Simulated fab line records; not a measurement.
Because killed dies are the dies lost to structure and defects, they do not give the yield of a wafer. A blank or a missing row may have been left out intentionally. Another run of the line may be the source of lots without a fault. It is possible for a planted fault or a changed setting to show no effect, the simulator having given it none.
Matching of chambers | flow n5Finfet | N5_FIN_SAQP_SPACER2_ALD_28 on aldSin-03: 4 sister chambers
The step deposits SiO2, target thk 8.1 nm, pulse time 1 s, purge time 2 s. 4 wafers are shown with their chamber, then 12 later ones without.

== EACH WAFER AND ITS CHAMBER ==
wafer  | chamber | heaterPowerW (W)
L088.2 | 3       | 520
L089.4 | 0       | 543
L090.3 | 1       | 451
L090.5 | 2       | 503

== WAFERS WITHOUT THEIR CHAMBER ==
wafer  | heaterPowerW (W)
L091.3 | 505
L091.5 | 449
L091.6 | 487
L092.2 | 556
L092.3 | 444
L092.6 | 454
L095.1 | 526
L095.4 | 464
L095.5 | 496
L096.1 | 484
L096.2 | 446
L096.5 | 524

== EACH ONE'S CHAMBER ==
wafer  | from the rows above          | in truth
L091.3 | can't be placed: 2 or 3      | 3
L091.5 | 1                            | 1
L091.6 | can't be placed: 2 or 3      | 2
L092.2 | 0                            | 0
L092.3 | 1                            | 1
L092.6 | 1                            | 1
L095.1 | can't be placed: 3 or 0 or 2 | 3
L095.4 | 1                            | 1
L095.5 | can't be placed: 2 or 3      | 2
L096.1 | can't be placed: 2 or 1 or 3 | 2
L096.2 | 1                            | 1
L096.5 | can't be placed: 3 or 0 or 2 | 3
Placed correctly: 6 of 12. Unplaceable from these rows: 6, with the true chamber sitting among the candidates in 6. 0 placed wrongly.
How it was worked out, from the rows above alone: a wafer's distance from a chamber is the root of the sum, over the readings, of the square of ((its reading less the chamber's mean) divided by the reading's scatter). The wafer belongs to the nearest chamber; if the next one is less than 2 further off, it can't be placed. The mean given for a chamber averages the wafers shown for that chamber. The scatter: root of mean squared gap, hidden wafer to nearest shown wafer, with one shown wafer a chamber.
